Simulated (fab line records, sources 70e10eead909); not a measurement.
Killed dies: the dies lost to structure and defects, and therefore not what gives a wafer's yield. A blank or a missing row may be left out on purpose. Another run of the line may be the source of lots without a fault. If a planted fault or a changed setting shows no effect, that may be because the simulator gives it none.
Tool commonality check | flow nand_harc | 9 wafers sampled across 3 lots

## REASON FOR OPENING
On 3 of the 3 lots, a flag is raised at NHARC_END_SORT_01 on the reading killed_at_array. Wafers without a fault read 28, standard deviation 11.
Rule: flag the lot when none of its wafers has a number, or when each of its wafers that has one lies beyond 4 standard deviations from that mean. All remaining lots are regarded as sound.

lot  | measured     | on        | killed_at_array, wafer by wafer | flag
L366 | day 21 10:28 | prober-02 | 672 670 672                     | FLAGGED
L365 | day 21 11:10 | prober-01 | 676 676 677                     | FLAGGED
L368 | day 22 11:33 | prober-02 | 674 676 676                     | FLAGGED
The numbers of the flagged lots are 674 on average: +646 against the usual, or +59 standard deviations.

## TOOL THAT RAN EACH LOT
2 process steps preceding the reading are held in the record, out of 1159 steps in the route. Each cell gives the tool, then ch followed by the chambers the sampled wafers passed through, then the start.
lot  | flag    | NHARC_A_BLC_ETCH_16                | NHARC_A_BLC_STRIP_29
L366 | FLAGGED | rie_diel-09 ch 1,2,3, day 19 17:16 | rie_diel-11 ch 0,2,3, day 19 18:13
L365 | FLAGGED | rie_diel-09 ch 0,2,3, day 19 15:29 | rie_diel-11 ch 0,1,3, day 19 16:28
L368 | FLAGGED | rie_diel-09 ch 0,1,2, day 20 14:17 | rie_diel-11 ch 1,2,3, day 20 15:15
What is done by these steps:
- NHARC_A_BLC_ETCH_16: etches the open film in CF4, target depth 39 nm, time 65 s.
- NHARC_A_BLC_STRIP_29: strips in CF4.
- NHARC_END_SORT_01

## FLAGGED AGAINST TOTAL, ONE TOOL AT A TIME (gauges that did the reading follow at the end)
step                 | tool        | lots run | flagged | share of the flagged lots | sound lots run after its first flagged lot
NHARC_A_BLC_ETCH_16  | rie_diel-09 | 3        | 3       | all                       | 0
NHARC_A_BLC_STRIP_29 | rie_diel-11 | 3        | 3       | all                       | 0
NHARC_END_SORT_01    | prober-01   | 1        | 1       | some                      | 0
NHARC_END_SORT_01    | prober-02   | 2        | 2       | some                      | 0

## WHAT THE TABLE PERMITS
Every flagged lot went through 2 rows of the table: rie_diel-09 at NHARC_A_BLC_ETCH_16 and rie_diel-11 at NHARC_A_BLC_STRIP_29.
- rie_diel-09 at NHARC_A_BLC_ETCH_16 ran 3 lots, 3 of them flagged. It ran no sound lot before its first flagged lot in this sample, so the start can't be narrowed down.
- rie_diel-11 at NHARC_A_BLC_STRIP_29 ran 3 lots, 3 of them flagged. It ran no sound lot before its first flagged lot in this sample, so the start can't be narrowed down.
Counting lots can't tell these 2 tools apart, because each fits a fault that began at some hour. More lots, or a look at what each step does to the wafer, might.

## WHAT THE SIMULATOR PUT IN
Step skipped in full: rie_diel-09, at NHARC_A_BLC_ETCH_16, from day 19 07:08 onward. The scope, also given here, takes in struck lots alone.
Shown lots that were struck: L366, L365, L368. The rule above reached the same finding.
